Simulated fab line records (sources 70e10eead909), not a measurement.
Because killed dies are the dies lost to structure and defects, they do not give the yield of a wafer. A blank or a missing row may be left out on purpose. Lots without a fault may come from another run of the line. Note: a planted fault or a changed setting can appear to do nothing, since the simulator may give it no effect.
A struck lot beside a sound one | flow nand harc | 14 steps out of a route of 1302
Sound: wafers L260.1, L260.2, L260.4. Struck: wafer L255.5. (L255.1, L255.3 of the same lot were not struck and are left out.) The cause comes at the end.
Each step with rows lists, per side, the tool, then ch with its chambers, then its first start. Under that, the readings that differ: sound wafers | struck wafers | difference of the means | sigmas: that difference in standard deviations of wafers without a fault.
alike: same words and numbers on both sides, and readings whose means sit less than 2 such deviations apart. not compared: any withheld reading, any reading some wafer has no value for, any bound like >300 that may hide the same value, and any number with overlapping values for which the record gives no deviation.
The two part at a step that has a row with sigmas, a row that says differs or no value, or rows on one side only. Numbers that don't overlap but have no deviation are shown without sigmas and don't part them. Lack of a reading on every wafer of one side parts them only where that side has two or more wafers.

first, 6 steps without rows for these wafers: NHARC_A_DECK1_JOINT_CVD_34 (deposits SiNx, target thk 20 nm); NHARC_A_DECK1_JOINT_DEP_06 (deposits SiOx, target thk 80 nm); NHARC_A_DECK1_JOINT_CURE_26 (time 32 s); NHARC_A_DECK1_JOINT_ANNEAL_27 (time 3600 s); NHARC_A_DECK1_JOINT_ANNEAL_28 (time 1800 s); NHARC_A_DECK1_JOINT_ANNEAL_29 (time 1800 s).
NHARC_A_DECK1_JOINT_CMP_02: polishes SiOx.
  sound on cmp-01 ch 0,1,2, day 18 00:50; struck on cmp-04 ch 1, day 16 20:43
  alike: motor current A
  not compared: pad life wafers
next, for these wafers, 1 step has no rows: NHARC_A_DECK1_JOINT_SRD_15.
NHARC_A_DECK1_JOINT_DEP_16: deposits SiO2, target thk 45 nm.
  sound on pecvd-03 ch 0,1, day 18 01:14; struck on pecvd-02 ch 0, day 16 21:07
  reading                | sound          | struck | difference | sigmas
  throttle valve pct (%) | 15.7 14.4 14.6 | 16.3   | +1.4       | +2
  alike: heater power w
NHARC_A_DECK1_JOINT_THK_MEAS_17: measures by ellipsometry.
  sound on film metro-02, day 18 01:31; struck on film metro-01, day 16 21:22
  alike: thk nm
NHARC_A_DECK1_JOINT_INSPECT_05:
  sound on defect inspect-02, day 18 01:34; struck on defect inspect-02, day 16 21:23
  alike: raw defect count
NHARC_A_ONON_D2_DEP_00: target thk 1000 nm.
  sound on pecvd onon-04 ch 0, day 18 01:44; struck on pecvd onon-01 ch 0, day 16 21:28
NHARC_A_ONON_D2_THK_MEAS_02: measures by ellipsometry.
  sound on film metro-02, day 18 02:15; struck on film metro-01, day 16 21:58
  reading     | sound          | struck | difference | sigmas
  thk nm (nm) | 1002 1002 1001 | 612    | -390       | -32
then, 1 step without rows for these wafers: NHARC_A_ONON_D2_DEP_03 (target thk 1000 nm).

== WHERE THEY PART ==
Last at NHARC_A_ONON_D2_THK_MEAS_02 as far as this record goes, first at NHARC_A_DECK1_JOINT_DEP_16.

WHY: the cause the simulator had injected
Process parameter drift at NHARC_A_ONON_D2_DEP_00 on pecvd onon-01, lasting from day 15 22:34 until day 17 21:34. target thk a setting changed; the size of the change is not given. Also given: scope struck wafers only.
